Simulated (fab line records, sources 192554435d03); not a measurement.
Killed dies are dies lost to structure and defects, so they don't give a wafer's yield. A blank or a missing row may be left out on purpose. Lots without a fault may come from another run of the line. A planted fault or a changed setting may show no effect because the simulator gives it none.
Split-lot study | flow n5-finfet | on a route of 1938 steps: 7 lots, 21 wafers read

THE SPLIT
At N5_DUMMY_GATE_COAT_28 (time 60 s, resist thk 10 nm), the setting spin-rpm was moved away from the recipe's 1500 rpm on 6 of the 21 wafers read, by -7.8% to -4.3%. All remaining wafers had this setting at the recipe value.

The split's own step is where the reading is taken.

THE READING
underlayer_of_DUMMY_GATE_COAT_28.thk-nm (the simulator's own value, which no gauge read), in nm, at N5_DUMMY_GATE_COAT_28 (time 60 s, resist thk 10 nm). The file gives no usual value for it.

wafer  | tool, chamber at the split | spin-rpm as run, rpm | against the recipe | underlayer_of_DUMMY_GATE_COAT_28.thk-nm, nm | against lot-mates on the recipe
L075.1 | litho-track-02, 0          | 1414                 | -5.7%              | 10.4                                        | +0.4
L075.3 | litho-track-02, 0          | 1500                 | recipe             | 10                                          | -
L075.6 | litho-track-02, 0          | 1500                 | recipe             | 10                                          | -
L080.2 | litho-track-01, 0          | 1500                 | recipe             | 10                                          | -
L080.4 | litho-track-01, 0          | 1500                 | recipe             | 10                                          | -
L080.6 | litho-track-01, 0          | 1500                 | recipe             | 10                                          | -
L082.2 | litho-track-05, 0          | 1500                 | recipe             | 10                                          | -
L082.4 | litho-track-05, 0          | 1500                 | recipe             | 10                                          | -
L082.6 | litho-track-05, 0          | 1500                 | recipe             | 10                                          | -
L091.3 | litho-track-02, 0          | 1500                 | recipe             | 10                                          | -
L091.4 | litho-track-02, 0          | 1383                 | -7.8%              | 10.4                                        | +0.4
L091.5 | litho-track-02, 0          | 1383                 | -7.8%              | 10.4                                        | +0.4
L094.2 | litho-track-01, 0          | 1391                 | -7.3%              | 10.4                                        | +0.4
L094.3 | litho-track-01, 0          | 1391                 | -7.3%              | 10.4                                        | +0.4
L094.4 | litho-track-01, 0          | 1500                 | recipe             | 10                                          | -
L096.1 | litho-track-05, 0          | 1500                 | recipe             | 10                                          | -
L096.2 | litho-track-05, 0          | 1500                 | recipe             | 10                                          | -
L096.3 | litho-track-05, 0          | 1500                 | recipe             | 10                                          | -
L097.1 | litho-track-05, 0          | 1500                 | recipe             | 10                                          | -
L097.3 | litho-track-05, 0          | 1500                 | recipe             | 10                                          | -
L097.6 | litho-track-05, 0          | 1436                 | -4.3%              | 10.2                                        | +0.2

FIT RESULTS
A straight line over all 21 wafers: underlayer_of_DUMMY_GATE_COAT_28.thk-nm changes by -0.0545 nm for each +1% of spin-rpm; r = -0.99; the points scatter about the line by 0.023 nm.
The same after taking each lot's own level away (the mean of its wafers on the recipe; 21 wafers): -0.0545 nm for each +1%; r = -0.99; scatter 0.023 nm.
According to that fit, moving spin-rpm by its largest amount changes the reading by 0.43 nm.
The lots' own levels span 10.00 to 10.00 nm.
So the lot-to-lot level changes the slope little: the two slopes agree.
Check: with one of the wafers moved furthest among these (-7.8%) left out of the fit, the line predicts +0.433 nm for it against its lot-mates. Against them it came out at +0.4 nm.

THE OTHER SPLITS THESE WAFERS WENT THROUGH
Before the reading, these wafers also passed through other splits. Each is held against what the fit with the lots' levels taken away leaves over:
other split on the same wafers            | wafers away from the commonest value | r with underlayer_of_DUMMY_GATE_COAT_28.thk-nm (lot level and that fit taken away)
N5_PMOS_HMC_CHANNEL_EPI_EXPOSE_06 dose-mj | 5                                    | +0.32
N5_PMOS_HMC_CHANNEL_EPI_PEB_07 peb-temp-c | 5                                    | +0.11
N5_FIN_SAQP_ETCH_52 source-w              | 6                                    | -0.31
N5_FIN_SAQP_FIN_ETCH_36 icp-w             | 6                                    | -0.01
N5_FIN_CUT_COAT_29 spin-rpm               | 7                                    | +0.16

FILE'S OWN FIT
underlayer_of_DUMMY_GATE_COAT_28.thk-nm changes by -0.0557 nm for each +1% of spin-rpm, r = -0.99.
